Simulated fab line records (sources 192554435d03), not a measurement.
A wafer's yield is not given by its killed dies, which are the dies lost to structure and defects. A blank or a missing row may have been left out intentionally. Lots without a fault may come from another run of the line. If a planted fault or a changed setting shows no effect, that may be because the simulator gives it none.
Chamber matching | flow n5-finfet | rie-diel-01 running N5_SD_EPI_N_ETCH_45: 3 sister chambers
The step etches SiOCN in CH3F/O2, target depth 6 nm. 16 wafers are shown with their chamber, then 8 later ones without.

## WAFERS WITH THEIR CHAMBER
wafer  | chamber | throttle-valve-pct (%) | drypump-motor-current-A (A) | oes-product-au (a.u.)
L075.1 | 3       | 23.36                  | 5.2                         | 0.95
L075.3 | 2       | 23.60                  | 5.7                         | 0.73
L075.6 | 2       | 23.59                  | 5.8                         | 0.73
L078.2 | 0       | 22.95                  | 5.1                         | 0.88
L078.3 | 3       | 23.36                  | 5.2                         | 0.93
L078.5 | 0       | 22.94                  | 5.1                         | 0.90
L082.1 | 2       | 23.61                  | 5.8                         | 0.72
L082.2 | 3       | 23.37                  | 5.2                         | 0.91
L082.4 | 0       | 22.94                  | 5.1                         | 0.89
L083.1 | 2       | 23.62                  | 5.8                         | 0.72
L083.3 | 0       | 22.94                  | 5.1                         | 0.87
L083.6 | 0       | 22.94                  | 5.1                         | 0.87
L087.2 | 3       | 23.39                  | 5.2                         | 0.89
L087.5 | 2       | 23.62                  | 5.8                         | 0.71
L087.6 | 3       | 23.40                  | 5.2                         | 0.88
L089.1 | 2       | 23.62                  | 5.8                         | 0.71

SIGNATURES (averages over the wafers above)
reading                 | chamber 0 | chamber 2 | chamber 3 | scatter within a chamber
throttle-valve-pct      | 22.9420   | 23.6100   | 23.3760   | 0.013
drypump-motor-current-A | 5.100     | 5.783     | 5.200     | 0.0253
oes-product-au          | 0.8820    | 0.7200    | 0.9120    | 0.0183
Rule: a wafer's distance from a chamber is the root of the sum, over the readings, of the square of ((its reading less the chamber's mean) divided by the reading's scatter). If the next closest chamber is less than 2 further off than the closest, the wafer can't be placed; otherwise it belongs to the closest. The scatter: the root of (the sum of the squares of (reading less its chamber's mean) over the shown wafers, divided by (wafers less chambers)).

## WAFERS MISSING THEIR CHAMBER
wafer  | throttle-valve-pct (%) | drypump-motor-current-A (A) | oes-product-au (a.u.)
L089.3 | 22.98                  | 5.1                         | 0.85
L089.5 | 23.65                  | 5.8                         | 0.72
L092.1 | 23.00                  | 5.1                         | 0.83
L092.2 | 23.64                  | 5.7                         | 0.71
L092.6 | 22.99                  | 5.1                         | 0.84
L094.1 | 23.66                  | 5.7                         | 0.70
L094.5 | 23.01                  | 5.1                         | 0.82
L094.6 | 23.40                  | 5.2                         | 0.86

## THE CHAMBER EACH PASSED THROUGH
wafer  | from the rows above | in truth
L089.3 | 0                   | 0
L089.5 | 2                   | 2
L092.1 | 0                   | 0
L092.2 | 2                   | 2
L092.6 | 0                   | 0
L094.1 | 2                   | 2
L094.5 | 0                   | 0
L094.6 | 3                   | 3
Placed correctly: 8 of 8. From these rows, 0 cannot be placed. Number placed wrongly: 0.
